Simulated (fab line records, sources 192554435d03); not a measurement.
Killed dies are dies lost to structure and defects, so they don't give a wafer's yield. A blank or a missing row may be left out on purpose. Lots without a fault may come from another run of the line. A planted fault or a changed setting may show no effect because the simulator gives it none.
fab line records | flow n5_finfet
record lots=24 wafers=72 last_day=18
route steps=1938 shown GATE_CUT@516 MOL_CONTACT_COAG@573
lots that met no fault: from a run of the same line without faults
start_h: hours from the record's first day to the start of the lot's first wafer shown | wait_h: hours since the lot's step before | " the same as in the row above | L1.1+2: a row that stands for several wafers | - no value, or no start given | * or withheld: withheld | < > ~ a bound
route shown NAME@n: a module of which the file shows steps, and the number in the route of the first | usual: mean/standard deviation of fault-free wafers | same: alike in all rows | chamber/n: place in a boat | sites: the reading at each site | _std_site: their standard deviation | _edge_site: outer sites' mean less inner sites' | radius_mm: how far each site lies from the wafer's centre | mask NAME#n: copy n | behind: the tool/chamber that last shaped the wafer | hold: why the lot was held/for how many hours/how that ended | device: the transistor (n, p or np) that didn't switch | end of line: the same wafers' tests at the end of the route | a step without rows: its recipe alone | killed: dies lost to structure and defects at the first sort, not the wafer's yield | map: a wafer's dies, x killed, . not, _ none there
set.NAME: the setting as run; set.NAME@STEP: as run at that earlier step | model.NAME: the simulator's own value behind a step, which no gauge read
steps of the route over a sample of lots; a table a step, a row a wafer
services: from which hour (start_h, from the record's first day; less than 0 if before it) a tool's chamber was out of use, for how many hours, and why
## steps
# step N5_GATE_CUT_INSPECT_26
# recipe inspect_instrument=darkfield mode=post_cmp
# usual raw_defect_count=48/21
# columns lot.wafer tool chamber start_h wait_h raw_defect_count
L074.1 defect_inspect-02 - 93.95 0.0 80
L074.4 " - " " 118
L074.5 " - " " 76
L075.3 defect_inspect-01 - 99.58 0.0 46
L075.5 " - " " 58
L075.6 " - " " 72
L076.1 defect_inspect-02 - 101.38 0.0 37
L076.3 " - " " 32
L076.5 " - " " 59
L078.1 defect_inspect-01 - 114.05 0.0 83
L078.4 " - " " 58
L078.5 " - " " 53
L077.1 defect_inspect-02 - 115.60 0.0 134
L077.5 " - " " 44
L077.6 " - " " 74
L079.2 defect_inspect-01 - 124.60 0.0 26
L079.4 " - " " 27
L079.6 " - " " 29
L080.1 defect_inspect-02 - 126.23 0.0 24
L080.2 " - " " 30
L080.5 " - " " 61
L081.1 defect_inspect-02 - 132.09 0.0 35
L081.2 " - " " 25
L081.5 " - " " 28
L082.2 defect_inspect-02 - 136.78 0.0 76
L082.4 " - " " 63
L082.5 " - " " 55
L083.1 defect_inspect-02 - 144.64 0.0 44
L083.2 " - " " 22
L083.5 " - " " 27
L084.1 defect_inspect-01 - 150.35 0.0 58
L084.4 " - " " 25
L084.5 " - " " 20
L085.2 defect_inspect-02 - 157.26 0.0 28
L085.5 " - " " 26
L085.6 " - " " 72
L086.1 defect_inspect-02 - 159.51 0.0 35
L086.3 " - " " 48
L086.4 " - " " 48
L087.3 defect_inspect-01 - 162.54 0.0 39
L087.5 " - " " 44
L087.6 " - " " 44
L088.1 defect_inspect-01 - 171.56 0.0 24
L088.2 " - " " 41
L088.3 " - " " 34
L089.1 defect_inspect-02 - 179.54 0.0 43
L089.4 " - " " 29
L089.6 " - " " 62
L090.1 defect_inspect-02 - 182.42 0.0 75
L090.4 " - " " 70
L090.5 " - " " 101
L091.1 defect_inspect-02 - 193.58 0.0 46
L091.4 " - " " 59
L091.5 " - " " 75
L092.1 defect_inspect-01 - 198.18 0.0 22
L092.4 " - " " 32
L092.5 " - " " 18
L093.1 defect_inspect-02 - 205.31 0.0 39
L093.4 " - " " 42
L093.6 " - " " 37
L094.1 defect_inspect-01 - 208.17 0.0 27
L094.5 " - " " 26
L094.6 " - " " 30
L095.3 defect_inspect-02 - 215.97 0.0 45
L095.5 " - " " 58
L095.6 " - " " 48
L096.1 defect_inspect-02 - 221.47 0.0 48
L096.3 " - " " 61
L096.5 " - " " 41
L097.2 defect_inspect-02 - 228.13 0.0 49
L097.4 " - " " 30
L097.6 " - " " 62
# step N5_MOL_CONTACT_COAG_CD_MEAS_84
# recipe target_cd_nm=25.1 landing_energy_ev=500 detector=se_inlens polarity=opening
# usual cd_nm=25.09/0.23
# columns lot.wafer tool chamber start_h wait_h cd_nm
L074.1 cd_sem-02 0 107.25 - 25.02
L074.4 " 0 " " 25.07
L074.5 " 0 " " 25.30
L075.3 cd_sem-02 0 112.25 - 25.15
L075.5 " 0 " " 25.28
L075.6 " 0 " " 25.20
L076.1 cd_sem-02 0 112.70 - 24.82
L076.3 " 0 " " 24.94
L076.5 " 0 " " 25.20
L078.1 cd_sem-02 0 125.72 - 25.40
L078.4 " 0 " " 25.33
L078.5 " 0 " " 25.44
L077.1 cd_sem-01 0 126.23 - 25.09
L077.5 " 0 " " 25.17
L077.6 " 0 " " 25.54
L079.2 cd_sem-01 0 135.25 - 24.92
L079.4 " 0 " " 25.15
L079.6 " 0 " " 25.17
L080.1 cd_sem-02 0 135.72 - 25.01
L080.2 " 0 " " 25.08
L080.5 " 0 " " 25.41
L081.1 cd_sem-02 0 143.67 - 25.20
L081.2 " 0 " " 24.83
L081.5 " 0 " " 25.22
L082.2 cd_sem-02 0 149.05 - 25.27
L082.4 " 0 " " 25.13
L082.5 " 0 " " 25.32
L083.1 cd_sem-02 0 155.26 - 24.88
L083.2 " 0 " " 24.80
L083.5 " 0 " " 25.02
L084.1 cd_sem-02 0 162.67 - 24.77
L084.4 " 0 " " 25.03
L084.5 " 0 " " 24.90
L085.2 cd_sem-02 0 168.93 - 25.06
L085.5 " 0 " " 24.51
L085.6 " 0 " " 24.94
L086.1 cd_sem-02 0 169.23 - 25.17
L086.3 " 0 " " 25.17
L086.4 " 0 " " 24.71
L087.3 cd_sem-01 0 173.34 - 25.39
L087.5 " 0 " " 24.98
L087.6 " 0 " " 25.05
L088.1 cd_sem-01 0 184.25 - 25.05
L088.2 " 0 " " 24.83
L088.3 " 0 " " 25.05
L089.1 cd_sem-01 0 190.92 - 24.90
L089.4 " 0 " " 25.02
L089.6 " 0 " " 24.86
L090.1 cd_sem-02 0 196.34 - 25.09
L090.4 " 0 " " 25.16
L090.5 " 0 " " 25.00
L091.1 cd_sem-02 0 201.75 - 24.89
L091.4 " 0 " " 24.97
L091.5 " 0 " " 25.24
L092.1 cd_sem-02 0 209.58 - 25.16
L092.4 " 0 " " 25.15
L092.5 " 0 " " 25.07
L093.1 cd_sem-02 0 215.13 - 25.09
L093.4 " 0 " " 25.27
L093.6 " 0 " " 25.45
L094.1 cd_sem-02 0 223.41 - 25.25
L094.5 " 0 " " 25.22
L094.6 " 0 " " 24.74
L095.3 cd_sem-02 0 225.65 - 24.96
L095.5 " 0 " " 25.27
L095.6 " 0 " " 25.21
L096.1 cd_sem-01 0 231.12 - 25.41
L096.3 " 0 " " 25.26
L096.5 " 0 " " 25.04
L097.2 cd_sem-01 0 238.28 - 24.90
L097.4 " 0 " " 25.04
L097.6 " 0 " " 24.89
# step N5_MOL_CONTACT_COAG_STRIP_119
# recipe chemistry=N2/H2 time_s=30 power_w=1000 temp_c=250 pressure_mtorr=withheld n2_flow_sccm=1750 h2_flow_sccm=3250
# usual drypump_motor_current_A=5.38/0.097 heater_power_w=344/26
# columns lot.wafer tool chamber start_h wait_h drypump_motor_current_A heater_power_w rf_hours_counter_h
L074.1 plasma_asher-01 0 109.29 0.1 5.48 345 43
L074.4 " 0 " " 5.46 352 -
L074.5 " 0 " " 5.47 349 -
L075.3 plasma_asher-01 1 113.20 0.1 5.51 289 -
L075.5 " 0 " " 5.47 341 -
L075.6 " 1 " " 5.51 305 -
L076.1 plasma_asher-01 0 113.53 0.1 5.50 346 44
L076.3 " 0 " " 5.48 358 -
L076.5 " 1 " " 5.51 294 -
L078.1 plasma_asher-02 1 126.67 0.1 5.31 368 98
L078.4 " 0 " " 5.29 357 -
L078.5 " 1 " " 5.31 357 -
L077.1 plasma_asher-02 0 127.51 0.1 5.28 352 98
L077.5 " 0 " " 5.29 344 -
L077.6 " 1 " " 5.28 364 -
L079.2 plasma_asher-02 0 136.13 0.1 5.30 349 100
L079.4 " 0 " " 5.29 360 -
L079.6 " 1 " " 5.32 357 -
L080.1 plasma_asher-01 0 136.91 0.1 5.48 350 48
L080.2 " 1 " " 5.50 298 48
L080.5 " 1 " " 5.49 294 -
L081.1 plasma_asher-02 1 144.49 0.1 5.32 357 101
L081.2 " 0 " " 5.28 358 101
L081.5 " 1 " " 5.31 368 -
L082.2 plasma_asher-02 0 150.44 0.1 5.29 346 103
L082.4 " 1 " " 5.33 361 -
L082.5 " 1 " " 5.32 367 -
L083.1 plasma_asher-01 0 156.04 0.1 5.48 355 53
L083.2 " 1 " " 5.52 296 53
L083.5 " 0 " " 5.46 345 -
L084.1 plasma_asher-02 1 163.45 0.1 5.30 362 105
L084.4 " 1 " " 5.31 371 -
L084.5 " 0 " " 5.30 351 -
L085.2 plasma_asher-02 1 169.81 0.1 5.29 353 107
L085.5 " 0 " " 5.28 357 -
L085.6 " 1 " " 5.30 366 -
L086.1 plasma_asher-02 0 171.09 0.1 5.29 363 107
L086.3 " 1 " " 5.30 367 -
L086.4 " 0 " " 5.29 358 -
L087.3 plasma_asher-02 1 174.32 0.1 5.31 363 -
L087.5 " 1 " " 5.30 355 -
L087.6 " 0 " " 5.29 355 -
L088.1 plasma_asher-02 1 185.36 0.1 5.32 359 111
L088.2 " 0 " " 5.28 354 111
L088.3 " 0 " " 5.28 357 -
L089.1 plasma_asher-02 0 193.02 0.1 5.29 351 113
L089.4 " 0 " " 5.30 349 -
L089.6 " 0 " " 5.30 362 -
L090.1 plasma_asher-01 0 197.12 0.1 5.47 351 58
L090.4 " 0 " " 5.44 338 -
L090.5 " 0 " " 5.42 349 -
L091.1 plasma_asher-02 1 202.55 0.1 5.30 364 115
L091.4 " 0 " " 5.30 364 -
L091.5 " 1 " " 5.31 376 -
L092.1 plasma_asher-01 1 210.44 0.1 5.52 291 61
L092.4 " 1 " " 5.51 287 -
L092.5 " 1 " " 5.51 290 -
L093.1 plasma_asher-02 1 215.96 0.1 5.31 372 117
L093.4 " 1 " " 5.30 368 -
L093.6 " 0 " " 5.30 353 -
L094.1 plasma_asher-01 1 224.19 0.1 5.51 301 63
L094.5 " 1 " " 5.50 296 -
L094.6 " 0 " " 5.49 355 -
L095.3 plasma_asher-02 1 226.47 0.1 5.31 366 -
L095.5 " 0 " " 5.29 352 -
L095.6 " 1 " " 5.30 357 -
L096.1 plasma_asher-01 1 231.90 0.1 5.51 296 65
L096.3 " 0 " " 5.51 363 -
L096.5 " 1 " " 5.51 301 -
L097.2 plasma_asher-01 0 239.24 0.1 5.50 348 66
L097.4 " 0 " " 5.47 341 -
L097.6 " 0 " " 5.48 351 -
# step N5_MOL_CONTACT_COAG_ETCHBACK_134
# recipe chemistry=CHF3 target=SiO2 target_depth_a=100 time_s=6.7 ion_energy_ev=200 pressure_mtorr=30 source_w=610 bias_w=170 Ar_flow_sccm=200 CHF3_flow_sccm=50
# usual bias_w=170.0/0.52 drypump_motor_current_A=5.8/0.47 oes_product_au=0.79/0.068 rf_vpp_V=525/3.6 showerhead_plenum_p_Torr=2.39/0.07 throttle_valve_pct=18.82/0.27
# columns lot.wafer tool chamber start_h wait_h bias_w drypump_motor_current_A oes_product_au rf_hours_counter_h rf_vpp_V showerhead_plenum_p_Torr throttle_valve_pct
L074.1 rie_diel-06 2 110.75 0.1 170.1 6.9 0.76 152 529 2.39 19.16
L074.4 " 0 " " 171.3 5.8 0.79 114 524 2.40 18.77
L074.5 " 2 " " 170.8 6.9 0.76 - 528 2.39 19.16
L075.3 rie_diel-01 2 114.28 0.1 170.5 5.9 0.74 162 531 2.47 18.87
L075.5 " 1 " " 169.6 5.5 0.85 - 523 2.41 18.32
L075.6 " 2 " " 170.1 5.9 0.74 - 530 2.47 18.87
L076.1 rie_diel-01 2 114.74 0.1 169.8 5.9 0.75 162 531 2.47 18.87
L076.3 " 0 " " 170.1 5.5 0.95 8 526 2.34 18.98
L076.5 " 3 " " 169.3 6.2 0.67 - 525 2.34 18.63
L078.1 rie_diel-03 3 127.69 0.1 169.5 5.1 0.71 202 520 2.27 18.90
L078.4 " 2 " " 169.7 5.7 0.82 88 529 2.50 18.83
L078.5 " 2 " " 169.0 5.6 0.82 - 529 2.50 18.82
L077.1 rie_diel-03 0 128.89 0.2 171.2 6.0 0.73 204 528 2.46 19.02
L077.5 " 0 " " 170.2 6.0 0.72 - 528 2.46 19.01
L077.6 " 3 " " 169.2 5.1 0.71 - 520 2.27 18.91
L079.2 rie_diel-06 3 137.21 0.1 169.3 5.4 0.86 71 529 2.42 18.56
L079.4 " 1 " " 170.0 5.7 0.84 70 522 2.32 18.96
L079.6 " 2 " " 170.5 6.8 0.76 - 528 2.38 19.18
L080.1 rie_diel-06 1 137.94 0.1 169.3 5.8 0.84 70 522 2.31 18.96
L080.2 " 2 " " 169.7 6.8 0.76 162 529 2.38 19.18
L080.5 " 3 " " 171.0 5.4 0.87 - 529 2.42 18.54
L081.1 rie_diel-06 3 146.62 0.1 169.8 5.4 0.86 75 528 2.41 18.55
L081.2 " 2 " " 170.3 6.8 0.75 165 530 2.38 19.20
L081.5 " 2 " " 169.9 6.8 0.75 - 528 2.38 19.19
L082.2 rie_diel-03 1 151.60 0.1 170.6 5.8 0.90 25 523 2.53 18.39
L082.4 " 3 " " 169.5 5.1 0.71 211 520 2.27 18.91
L082.5 " 1 " " 170.0 5.8 0.90 - 522 2.53 18.41
L083.1 rie_diel-01 1 157.11 0.3 170.5 5.5 0.83 101 522 2.40 18.32
L083.2 " 2 " " 170.4 5.9 0.73 181 529 2.47 18.87
L083.5 " 0 " " 170.5 5.5 0.90 - 527 2.34 18.98
L084.1 rie_diel-03 3 164.36 0.1 170.3 5.1 0.70 214 520 2.27 18.91
L084.4 " 1 " " 169.7 5.8 0.90 29 522 2.53 18.41
L084.5 " 0 " " 170.5 6.0 0.72 - 527 2.45 19.03
L085.2 rie_diel-06 2 171.12 0.2 169.9 6.8 0.74 174 528 2.38 19.21
L085.5 " 1 " " 171.3 5.8 0.83 - 520 2.31 18.97
L085.6 " 2 " " 170.5 6.9 0.75 - 527 2.38 19.21
L086.1 rie_diel-03 2 172.34 0.2 170.7 5.6 0.80 105 529 2.49 18.86
L086.3 " 1 " " 168.7 5.8 0.88 32 523 2.53 18.41
L086.4 " 0 " " 170.4 6.0 0.71 218 526 2.45 19.04
L087.3 rie_diel-06 2 175.27 0.1 169.6 6.8 0.74 175 527 2.38 19.20
L087.5 " 3 " " 170.8 5.4 0.84 - 528 2.41 18.57
L087.6 " 2 " " 170.7 6.8 0.74 - 528 2.38 19.22
L088.1 rie_diel-01 3 187.32 0.1 170.3 6.1 0.93 8 523 2.33 18.26
L088.2 " 1 " " 170.7 5.6 0.82 111 522 2.40 18.35
L088.3 " 0 " " 170.8 5.5 0.88 36 527 2.33 19.00
L089.1 rie_diel-01 2 193.98 0.1 170.1 5.9 0.73 192 532 2.46 18.92
L089.4 " 3 " " 170.9 6.1 0.93 9 524 2.33 18.26
L089.6 " 2 " " 170.2 5.9 0.72 - 531 2.46 18.91
L090.1 rie_diel-06 1 199.06 0.1 169.5 5.8 0.82 88 520 2.31 19.00
L090.4 " 3 " " 170.5 5.5 0.83 93 528 2.41 18.59
L090.5 " 3 " " 170.2 5.4 0.84 - 528 2.41 18.58
L091.1 rie_diel-03 1 204.42 0.1 169.8 5.8 0.87 42 522 2.52 18.42
L091.4 " 0 " " 169.9 6.0 0.70 231 527 2.45 19.05
L091.5 " 3 " " 170.0 5.1 0.69 - 522 2.26 18.95
L092.1 rie_diel-01 2 211.81 0.2 170.4 5.9 0.72 198 530 2.46 18.92
L092.4 " 0 " " 170.0 5.4 0.87 43 525 2.33 19.03
L092.5 " 1 " " 169.9 5.5 0.81 - 523 2.39 18.36
L093.1 rie_diel-06 0 217.12 0.1 169.3 5.7 0.75 150 524 2.38 18.83
L093.4 " 1 " " 170.4 5.8 0.81 94 520 2.31 19.00
L093.6 " 0 " " 169.6 5.8 0.75 - 521 2.38 18.80
L094.1 rie_diel-06 3 225.40 0.1 170.5 5.5 0.83 102 528 2.40 18.59
L094.5 " 0 " " 170.4 5.7 0.75 - 522 2.38 18.83
L094.6 " 3 " " 169.9 5.5 0.83 - 528 2.40 18.60
L095.3 rie_diel-06 1 227.48 0.1 169.3 5.8 0.81 97 519 2.30 18.99
L095.5 " 3 " " 170.3 5.4 0.82 - 528 2.40 18.61
L095.6 " 2 " " 170.5 6.8 0.73 - 528 2.37 19.24
L096.1 rie_diel-06 2 233.08 0.1 169.4 6.8 0.72 196 527 2.37 19.24
L096.3 " 1 " " 170.2 5.8 0.80 99 520 2.30 19.02
L096.5 " 3 " " 169.8 5.4 0.82 - 526 2.40 18.60
L097.2 rie_diel-03 0 240.16 0.1 170.1 6.0 0.69 243 527 2.44 19.09
L097.4 " 2 " " 170.6 5.6 0.78 126 528 2.49 18.91
L097.6 " 3 " " 170.2 5.1 0.69 - 519 2.26 18.96
# step N5_MOL_CONTACT_COAG_STRIP_72
# recipe chemistry=N2/H2 power_w=450 temp_c=40 pressure_mtorr=20 rf_frequency_hz=6e+07 overash_fraction=3 bias_power_w=7 h2_frac=0.5 n2_flow_sccm=200 h2_flow_sccm=200
# usual drypump_motor_current_A=5.8/0.47 oes_product_au=0.79/0.068 rf_vpp_V=59.4/2 showerhead_plenum_p_Torr=2.55/0.079 throttle_valve_pct=23.7/0.33
# columns lot.wafer tool chamber start_h wait_h drypump_motor_current_A oes_product_au rf_hours_counter_h rf_vpp_V showerhead_plenum_p_Torr throttle_valve_pct
L074.1 rie_diel-06 2 111.03 0.0 6.8 0.77 152 60.8 2.53 23.7
L074.4 " 0 " " 5.8 0.77 114 58.4 2.56 23.6
L074.5 " 2 " " 6.8 0.77 - 58.6 2.53 23.7
L075.3 rie_diel-01 2 114.56 0.0 5.8 0.75 162 59.9 2.65 24.1
L075.5 " 1 " " 5.5 0.84 - 58.4 2.57 23.2
L075.6 " 2 " " 5.9 0.76 - 59.2 2.65 24.1
L076.1 rie_diel-01 2 115.02 0.0 5.9 0.74 162 57.5 2.65 24.1
L076.3 " 0 " " 5.4 0.93 8 62.5 2.50 24.2
L076.5 " 3 " " 6.1 0.68 - 60.1 2.50 23.4
L078.1 rie_diel-03 3 127.97 0.0 5.1 0.73 202 58.0 2.41 23.7
L078.4 " 2 " " 5.6 0.83 88 60.7 2.67 23.5
L078.5 " 2 " " 5.7 0.82 - 59.5 2.67 23.5
L077.1 rie_diel-03 0 129.17 0.0 6.0 0.74 204 61.2 2.62 24.0
L077.5 " 0 " " 6.0 0.73 - 58.8 2.62 24.0
L077.6 " 3 " " 5.1 0.72 - 58.1 2.41 23.7
L079.2 rie_diel-06 3 137.49 0.0 5.4 0.86 71 60.0 2.57 23.4
L079.4 " 1 " " 5.8 0.84 70 58.9 2.46 24.0
L079.6 " 2 " " 6.8 0.76 - 62.2 2.52 23.7
L080.1 rie_diel-06 1 138.22 0.0 5.8 0.84 70 55.8 2.46 24.1
L080.2 " 2 " " 6.9 0.77 162 61.3 2.52 23.7
L080.5 " 3 " " 5.4 0.84 - 57.7 2.57 23.5
L081.1 rie_diel-06 3 146.90 0.0 5.4 0.85 75 56.8 2.57 23.5
L081.2 " 2 " " 6.8 0.76 165 55.3 2.52 23.8
L081.5 " 2 " " 6.8 0.75 - 60.1 2.52 23.7
L082.2 rie_diel-03 1 151.88 0.0 5.8 0.92 25 59.7 2.69 23.2
L082.4 " 3 " " 5.1 0.72 211 55.1 2.40 23.7
L082.5 " 1 " " 5.8 0.93 - 55.6 2.69 23.1
L083.1 rie_diel-01 1 157.39 0.0 5.5 0.82 101 59.4 2.56 23.2
L083.2 " 2 " " 5.9 0.74 181 62.6 2.64 24.1
L083.5 " 0 " " 5.5 0.91 - 59.0 2.49 24.2
L084.1 rie_diel-03 3 164.64 0.0 5.1 0.70 214 62.4 2.40 23.7
L084.4 " 1 " " 5.8 0.91 29 60.9 2.69 23.1
L084.5 " 0 " " 6.0 0.73 - 60.6 2.61 24.1
L085.2 rie_diel-06 2 171.40 0.0 6.8 0.73 174 56.0 2.52 23.8
L085.5 " 1 " " 5.8 0.82 - 60.3 2.46 24.0
L085.6 " 2 " " 6.8 0.74 - 56.6 2.52 23.8
L086.1 rie_diel-03 2 172.62 0.0 5.7 0.80 105 58.3 2.67 23.6
L086.3 " 1 " " 5.8 0.88 32 58.6 2.69 23.2
L086.4 " 0 " " 6.0 0.71 218 55.3 2.61 24.0
L087.3 rie_diel-06 2 175.55 0.0 6.8 0.76 175 60.5 2.52 23.8
L087.5 " 3 " " 5.4 0.84 - 58.9 2.57 23.5
L087.6 " 2 " " 6.8 0.72 - 60.1 2.52 23.8
L088.1 rie_diel-01 3 187.60 0.0 6.1 0.92 8 61.3 2.49 23.1
L088.2 " 1 " " 5.5 0.82 111 60.7 2.56 23.2
L088.3 " 0 " " 5.5 0.87 36 54.8 2.49 24.2
L089.1 rie_diel-01 2 194.26 0.0 5.9 0.73 192 58.8 2.64 24.1
L089.4 " 3 " " 6.1 0.93 9 62.1 2.49 23.1
L089.6 " 2 " " 5.9 0.71 - 60.9 2.64 24.2
L090.1 rie_diel-06 1 199.34 0.0 5.8 0.82 88 59.8 2.45 24.1
L090.4 " 3 " " 5.4 0.81 93 58.0 2.56 23.5
L090.5 " 3 " " 5.4 0.84 - 60.5 2.56 23.5
L091.1 rie_diel-03 1 204.70 0.0 5.8 0.88 42 61.2 2.69 23.2
L091.4 " 0 " " 6.0 0.71 231 56.2 2.61 24.1
L091.5 " 3 " " 5.1 0.70 - 60.0 2.40 23.7
L092.1 rie_diel-01 2 212.09 0.0 5.9 0.73 198 59.3 2.64 24.1
L092.4 " 0 " " 5.5 0.88 43 58.6 2.49 24.3
L092.5 " 1 " " 5.5 0.80 - 61.2 2.55 23.2
L093.1 rie_diel-06 0 217.40 0.0 5.8 0.74 150 59.0 2.54 23.6
L093.4 " 1 " " 5.9 0.81 94 59.5 2.45 24.1
L093.6 " 0 " " 5.8 0.75 - 58.0 2.54 23.6
L094.1 rie_diel-06 3 225.68 0.0 5.4 0.82 102 59.4 2.56 23.5
L094.5 " 0 " " 5.8 0.75 - 57.6 2.54 23.6
L094.6 " 3 " " 5.5 0.82 - 63.6 2.56 23.5
L095.3 rie_diel-06 1 227.76 0.0 5.8 0.79 97 60.0 2.45 24.0
L095.5 " 3 " " 5.4 0.83 - 61.5 2.56 23.5
L095.6 " 2 " " 6.8 0.74 - 63.4 2.51 23.8
L096.1 rie_diel-06 2 233.36 0.0 6.8 0.74 196 61.6 2.51 23.7
L096.3 " 1 " " 5.8 0.81 99 59.1 2.45 24.1
L096.5 " 3 " " 5.4 0.82 - 60.9 2.56 23.5
L097.2 rie_diel-03 0 240.44 0.0 6.0 0.69 243 59.5 2.60 24.0
L097.4 " 2 " " 5.7 0.76 126 64.7 2.66 23.6
L097.6 " 3 " " 5.1 0.69 - 59.6 2.39 23.8
# step N5_MOL_CONTACT_COAG_CD_MEAS_101
# recipe target_cd_nm=16
# usual cd_nm=16.06/0.28
# columns lot.wafer tool chamber start_h wait_h cd_nm
L074.1 cd_sem-01 - 111.26 0.0 16.52
L074.4 " - " " 16.20
L074.5 " - " " 16.12
L075.3 cd_sem-01 - 114.80 0.0 16.00
L075.5 " - " " 16.05
L075.6 " - " " 16.37
L076.1 cd_sem-02 - 115.25 0.0 15.97
L076.3 " - " " 15.70
L076.5 " - " " 16.22
L078.1 cd_sem-02 - 128.20 0.0 16.15
L078.4 " - " " 16.05
L078.5 " - " " 15.95
L077.1 cd_sem-02 - 129.40 0.0 16.15
L077.5 " - " " 15.90
L077.6 " - " " 15.83
L079.2 cd_sem-01 - 137.71 0.0 16.02
L079.4 " - " " 15.85
L079.6 " - " " 15.51
L080.1 cd_sem-02 - 138.46 0.0 16.38
L080.2 " - " " 16.26
L080.5 " - " " 16.29
L081.1 cd_sem-01 - 147.13 0.0 15.93
L081.2 " - " " 15.71
L081.5 " - " " 16.14
L082.2 cd_sem-01 - 152.10 0.0 15.96
L082.4 " - " " 15.75
L082.5 " - " " 15.75
L083.1 cd_sem-02 - 157.62 0.0 16.58
L083.2 " - " " 16.01
L083.5 " - " " 16.43
L084.1 cd_sem-01 - 164.87 0.0 15.69
L084.4 " - " " 16.65
L084.5 " - " " 16.06
L085.2 cd_sem-02 - 171.97 0.0 15.83
L085.5 " - " " 16.27
L085.6 " - " " 15.65
L086.1 cd_sem-02 - 173.01 0.0 15.80
L086.3 " - " " 16.29
L086.4 " - " " 16.45
L087.3 cd_sem-01 - 175.78 0.0 15.87
L087.5 " - " " 16.17
L087.6 " - " " 15.89
L088.1 cd_sem-01 - 187.83 0.0 16.30
L088.2 " - " " 16.01
L088.3 " - " " 15.81
L089.1 cd_sem-02 - 194.49 0.0 15.74
L089.4 " - " " 15.83
L089.6 " - " " 16.02
L090.1 cd_sem-01 - 199.57 0.0 16.04
L090.4 " - " " 16.23
L090.5 " - " " 16.01
L091.1 cd_sem-01 - 204.93 0.0 15.98
L091.4 " - " " 16.36
L091.5 " - " " 15.95
L092.1 cd_sem-02 - 212.41 0.0 15.56
L092.4 " - " " 15.83
L092.5 " - " " 15.89
L093.1 cd_sem-02 - 217.63 0.0 16.23
L093.4 " - " " 16.64
L093.6 " - " " 16.72
L094.1 cd_sem-02 - 225.92 0.0 15.82
L094.5 " - " " 15.73
L094.6 " - " " 15.58
L095.3 cd_sem-01 - 227.99 0.0 16.35
L095.5 " - " " 15.76
L095.6 " - " " 16.28
L096.1 cd_sem-02 - 233.59 0.0 15.86
L096.3 " - " " 16.30
L096.5 " - " " 15.73
L097.2 cd_sem-02 - 240.67 0.0 16.15
L097.4 " - " " 15.93
L097.6 " - " " 15.75
## services
# columns tool chamber start_h hours kind
rie_diel-01 3 105.15 7.8 repair
plasma_asher-02 - 106.05 2.8 pm
rie_diel-01 3 137.44 - clean
rie_diel-01 3 137.44 - consumable_replace:focus_ring
rie_diel-01 3 137.44 23.2 scheduled_down
rie_diel-01 3 137.44 23.2 vent_cycle
plasma_asher-01 - 169.11 4.0 repair
rie_diel-06 - 174.50 0.2 repair
rie_diel-03 1 191.39 1.3 repair
## key
fault none
